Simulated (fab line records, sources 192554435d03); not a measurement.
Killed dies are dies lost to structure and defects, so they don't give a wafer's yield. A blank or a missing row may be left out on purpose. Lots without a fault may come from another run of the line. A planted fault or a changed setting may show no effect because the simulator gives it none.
Which tool did it? | flow n5_finfet | 10 lots, 30 wafers sampled, at 4 steps of a route of 1938

WHAT THE GAUGES READ, wafer by wafer
N5_BEOL_M4_RC_MEAS_101.
lot  | measured     | on        | DIBL_N (mV/V)  | DIBL_P (mV/V)  | IOFF_N (nA/um)    | IOFF_N_85C (nA/um) | IOFF_N_LIN (nA/um) | IOFF_N_LONG (nA/um)     | IOFF_P (nA/um)    | ION_N (uA/um) | ION_P (uA/um) | SS_N (mV/dec)  | SS_P (mV/dec)  | VT_N (mV)         | VT_N_LONG (mV)    | VT_N_LVT (mV)     | VT_P (mV)
L576 | day 7 23:26  | prober-01 | 36.5 38.0 36.2 | 35.3 38.2 35.1 | 0.142 0.173 0.145 | 2.8 3.3 2.8        | 0.067 0.080 0.068  | 5.2e-05 5.1e-05 5.2e-05 | 0.179 0.216 0.173 | 670 682 679   | 466 468 460   | 71.4 71.7 71.7 | 73.5 74.4 73.0 | 250.7 249.5 250.8 | 276.8 278.5 278.2 | 100.4 98.3 101.0  | -255 -250 -255
L577 | day 8 18:49  | prober-01 | 37.3 34.0 35.0 | 38.1 33.5 34.0 | 0.174 0.107 0.120 | 3.3 2.2 2.4        | 0.084 0.058 0.061  | 5.2e-05 5.2e-05 5.3e-05 | 0.238 0.166 0.170 | 687 657 663   | 473 455 458   | 71.9 71.0 70.8 | 73.8 72.6 73.5 | 250.0 256.2 253.8 | 272.6 275.5 277.2 | 96.6 103.3 101.9  | -248 -255 -254
L578 | day 8 13:53  | prober-01 | 36.4 34.7 35.3 | 38.0 36.5 36.5 | 0.166 0.136 0.143 | 3.2 2.7 2.8        | 0.080 0.067 0.071  | 5.7e-05 5.6e-05 5.7e-05 | 0.235 0.211 0.214 | 695 672 683   | 483 472 473   | 71.1 71.5 71.5 | 73.5 72.5 73.6 | 247.1 252.0 250.8 | 273.8 274.4 273.7 | 94.7 98.6 96.9    | -245 -249 -247
L580 | day 9 15:33  | prober-02 | 35.6 34.9 33.4 | 36.2 35.3 33.9 | 0.157 0.144 0.128 | 3.1 2.8 2.6        | 0.072 0.068 0.062  | 5.8e-05 6e-05 5.9e-05   | 0.204 0.190 0.175 | 668 678 662   | 458 466 460   | 71.2 70.7 71.4 | 73.5 73.0 72.2 | 250.6 251.0 250.9 | 273.4 274.2 271.4 | 96.1 95.9 98.5    | -252 -250 -254
L582 | day 9 23:47  | prober-01 | 38.0 37.6 38.1 | 38.7 38.7 38.3 | 0.172 0.176 0.159 | 3.4 3.4 3.1        | 0.081 0.083 0.074  | 5.3e-05 5.2e-05 5.3e-05 | 0.209 0.210 0.192 | 681 683 679   | 461 456 459   | 71.2 71.5 71.7 | 73.9 74.3 73.7 | 251.7 246.0 251.9 | 276.4 274.9 278.5 | 97.1 95.6 99.6    | -252 -253 -253
L583 | day 10 15:15 | prober-02 | 36.6 36.2 36.5 | 36.8 37.2 36.4 | 0.179 0.175 0.178 | 3.4 3.3 3.4        | 0.082 0.081 0.082  | 6e-05 5.9e-05 6e-05     | 0.247 0.250 0.242 | 688 684 692   | 478 467 470   | 71.8 71.8 71.5 | 73.4 74.1 73.8 | 246.2 246.8 245.6 | 276.9 270.7 275.2 | 97.9 96.8 96.6    | -246 -247 -246
L584 | day 11 08:06 | prober-01 | 33.8 36.5 33.9 | 35.6 38.3 35.4 | 0.144 0.198 0.005 | 2.8 3.7 0.2        | 0.066 0.085 0.002  | 5.4e-05 5.4e-05 2.3e-05 | 0.198 0.240 0.193 | 680 682 461   | 462 465 463   | 70.4 71.9 71.2 | 72.0 73.4 72.9 | 250.6 247.1 348.8 | 276.4 275.6 371.9 | 99.1 95.2 197.6   | -247 -248 -249
L589 | day 11 22:25 | prober-01 | 37.1 35.1 37.8 | 38.9 35.9 38.4 | 0.179 0.148 0.194 | 3.5 3.0 3.8        | 0.082 0.071 0.088  | 5.6e-05 5.7e-05 5.7e-05 | 0.216 0.180 0.211 | 680 679 690   | 464 460 462   | 71.5 71.3 71.9 | 74.3 73.1 73.8 | 247.0 249.2 246.3 | 272.8 276.1 272.9 | 94.1 95.8 93.1    | -249 -254 -252
L598 | day 13 07:43 | prober-02 | 35.4 34.4 36.7 | 33.3 33.6 35.4 | 0.125 0.127 0.148 | 2.6 2.5 2.9        | 0.060 0.063 0.070  | 5.7e-05 5.5e-05 5.7e-05 | 0.197 0.199 0.233 | 661 671 662   | 459 469 463   | 71.2 70.7 71.7 | 73.2 73.0 73.4 | 252.5 251.0 249.6 | 275.6 274.7 274.1 | 103.6 102.6 101.4 | -250 -249 -249
L599 | day 14 16:33 | prober-02 | 35.3 34.2 36.9 | 35.8 35.1 38.2 | 0.152 0.135 0.194 | 3.0 2.7 3.7        | 0.074 0.068 0.090  | 5.9e-05 5.7e-05 5.8e-05 | 0.208 0.202 0.246 | 679 671 687   | 467 462 473   | 72.3 71.0 71.9 | 73.2 72.5 73.0 | 248.8 247.0 243.7 | 275.7 275.1 273.7 | 97.1 98.1 94.2    | -248 -249 -244

WHICH TOOL RAN EACH LOT (tool, then ch and the chambers of the sampled wafers, then the start)
lot  | N5_HKMG_FIN_WET_ETCH_18             | N5_BEOL_M4_ANNEAL_82         | N5_BEOL_M4_ANNEAL_89
L576 | wet_bench-02 ch 1,5,6, day 4 09:45  | pvd_sputter-01, day 7 20:37  | pvd_sputter-01, day 7 21:04
L577 | wet_bench-02 ch 0,2,3, day 4 20:07  | pvd_sputter-03, day 8 16:19  | pvd_sputter-03, day 8 16:45
L578 | wet_bench-02 ch 1,4,5, day 4 22:02  | pvd_sputter-01, day 8 11:22  | pvd_sputter-01, day 8 11:48
L580 | wet_bench-06 ch 2,6,7, day 5 12:34  | pvd_sputter-03, day 9 12:54  | pvd_sputter-03, day 9 13:20
L582 | wet_bench-06 ch 1,6,7, day 5 22:43  | pvd_sputter-01, day 9 21:11  | pvd_sputter-01, day 9 21:39
L583 | wet_bench-02 ch 0,1,7, day 6 18:56  | pvd_sputter-01, day 10 12:28 | pvd_sputter-01, day 10 12:55
L584 | wet_bench-02 ch 1,2,4, day 6 21:35  | pvd_sputter-02, day 11 05:45 | pvd_sputter-02, day 11 06:11
L589 | wet_bench-05 ch 3,5,6, day 7 13:28  | pvd_sputter-03, day 11 19:37 | pvd_sputter-03, day 11 20:04
L598 | wet_bench-05 ch 0,5,6, day 9 21:04  | pvd_sputter-01, day 13 05:23 | pvd_sputter-01, day 13 05:49
L599 | wet_bench-05 ch 1,5,6, day 10 05:19 | pvd_sputter-02, day 14 14:02 | pvd_sputter-02, day 14 14:29
- N5_HKMG_FIN_WET_ETCH_18: etches TiN in SC1, time 55 s, target depth 5.2 nm, rinse time 30 s.
- N5_BEOL_M4_ANNEAL_82: time 240 s.
- N5_BEOL_M4_ANNEAL_89: time 240 s.

WHAT THE TOOLS THEMSELVES READ (means of the sampled wafers that have a number; where no wafer has one, the mark that the record gives instead)
N5_BEOL_M4_ANNEAL_82.
lot  | tool           | heater_power_w (W)
L576 | pvd_sputter-01 | 828
L577 | pvd_sputter-03 | 775
L578 | pvd_sputter-01 | 837
L580 | pvd_sputter-03 | 793
L582 | pvd_sputter-01 | 840
L583 | pvd_sputter-01 | 778
L584 | pvd_sputter-02 | 770
L589 | pvd_sputter-03 | 809
L598 | pvd_sputter-01 | 834
L599 | pvd_sputter-02 | 811

N5_BEOL_M4_ANNEAL_89.
lot  | tool           | heater_power_w (W)
L576 | pvd_sputter-01 | 841
L577 | pvd_sputter-03 | 773
L578 | pvd_sputter-01 | 841
L580 | pvd_sputter-03 | 782
L582 | pvd_sputter-01 | 839
L583 | pvd_sputter-01 | 781
L584 | pvd_sputter-02 | 761
L589 | pvd_sputter-03 | 827
L598 | pvd_sputter-01 | 850
L599 | pvd_sputter-02 | 790

THE ANSWER, worked out from the rows above alone
Rule: what is usual is taken from the lots themselves. Put in order of their means at a reading, lots are off if they are a third of the lots or fewer, leave a main group of 4 or more, and stand apart from it by a gap of 3 or more times the standard deviation of the main group's means; of several such gaps the widest counts. A main group whose means are all the same, to the digits that the tables above print for the reading, isn't used. A lot without any number at a reading at which 4 lots or more have one is off too. The other lots that the step has rows for count as sound. The gauges are gone through in route order, then the tools' own readings, and for those a lot's mean is taken as printed above. The first step at which some lot is off is used, and at that step the reading that is off furthest; a lot without a number counts as furthest.
Off: L584, at N5_BEOL_M4_RC_MEAS_101 (VT_N_LONG). The main group: mean 274.9 mV, standard deviation 1.4.
A tool fits if, at a process step before that reading, it ran every lot that is off, and no sound lot after the first of them. The gauges at N5_BEOL_M4_RC_MEAS_101 are tried like those tools. One fits: wet_bench-02 at N5_HKMG_FIN_WET_ETCH_18. Its last sound lot is L583 (day 6 18:56), its first lot that is off L584 (day 6 21:35): a fault that began between those two fits.

WHAT THE SIMULATOR HAD PUT IN
Process parameter drift: wet_bench-02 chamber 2, from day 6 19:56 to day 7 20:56, at N5_HKMG_FIN_WET_ETCH_18. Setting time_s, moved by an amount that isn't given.
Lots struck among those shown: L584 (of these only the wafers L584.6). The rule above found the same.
